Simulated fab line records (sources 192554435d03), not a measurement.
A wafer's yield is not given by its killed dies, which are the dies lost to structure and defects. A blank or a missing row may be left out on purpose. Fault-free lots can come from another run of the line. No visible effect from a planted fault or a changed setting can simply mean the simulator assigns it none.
Chamber matching    flow n5_finfet    4 sister chambers for N5_FIN_SAQP_STRIP_55 on rie_diel-04
The step strips in N2/H2. 20 wafers are shown with their chamber, then 10 later ones without.

== WAFERS WITH THEIR CHAMBER ==
wafer   chamber  drypump_motor_current_A (A)  throttle_valve_pct (%)  showerhead_plenum_p_Torr (Torr)
L076.1  3        6.05                         19.1                    3.19
L076.4  0        5.46                         19.1                    3.34
L076.5  3        6.04                         19.1                    3.19
L077.3  2        5.47                         19.4                    3.23
L077.5  2        5.47                         19.3                    3.23
L077.6  0        5.53                         19.1                    3.34
L083.2  0        5.42                         19.1                    3.33
L083.3  1        6.06                         19.0                    3.45
L083.5  3        6.05                         18.7                    3.59
L084.1  0        5.45                         19.2                    3.33
L084.4  2        5.47                         19.4                    3.22
L084.6  1        6.07                         19.1                    3.45
L085.2  0        5.47                         19.2                    3.33
L085.3  1        6.05                         19.1                    3.45
L085.6  1        6.05                         19.1                    3.45
L086.2  1        6.04                         19.1                    3.44
L086.3  3        6.05                         18.8                    3.59
L086.4  2        5.47                         19.4                    3.22
L088.2  1        6.05                         19.1                    3.44
L088.5  0        5.45                         19.2                    3.33

SIGNATURES (means of the wafers above)
reading                   chamber 0  chamber 1  chamber 2  chamber 3  scatter within a chamber
drypump_motor_current_A   5.4633     6.0533     5.4700     6.0475     0.0214
throttle_valve_pct        19.150     19.083     19.375     18.925     0.0995
showerhead_plenum_p_Torr  3.3333     3.4467     3.2250     3.3900     0.1
Rule: for a wafer and a chamber, the distance is found by dividing, reading by reading, the gap between the wafer's reading and the chamber's mean by the reading's scatter, squaring, summing and taking the root. If the next closest chamber is less than 2 further off than the closest, the wafer can't be placed; otherwise it belongs to the closest. The scatter is the square root of a quotient: the sum, over the shown wafers, of each reading's squared deviation from its chamber's mean, divided by wafers minus chambers.

== WAFERS WITH NO CHAMBER GIVEN ==
wafer   drypump_motor_current_A (A)  throttle_valve_pct (%)  showerhead_plenum_p_Torr (Torr)
L088.6  6.06                         19.1                    3.44
L092.4  6.04                         18.8                    3.58
L092.5  6.05                         19.1                    3.44
L092.6  5.47                         19.2                    3.32
L095.1  5.46                         19.1                    3.32
L095.4  5.45                         19.2                    3.32
L095.5  6.05                         18.8                    3.58
L097.1  6.06                         18.8                    3.57
L097.5  5.46                         19.4                    3.20
L097.6  6.05                         18.8                    3.57

== EACH ONE'S CHAMBER ==
wafer   from the rows above      in truth
L088.6  can't be placed: 1 or 3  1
L092.4  can't be placed: 3 or 1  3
L092.5  can't be placed: 1 or 3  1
L092.6  can't be placed: 0 or 2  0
L095.1  0                        0
L095.4  can't be placed: 0 or 2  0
L095.5  can't be placed: 3 or 1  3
L097.1  can't be placed: 3 or 1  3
L097.5  2                        2
L097.6  can't be placed: 3 or 1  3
2 of 10 placed correctly. Unplaceable from these rows: 8, with the true chamber sitting among the candidates in 8. Placed wrongly: 0.
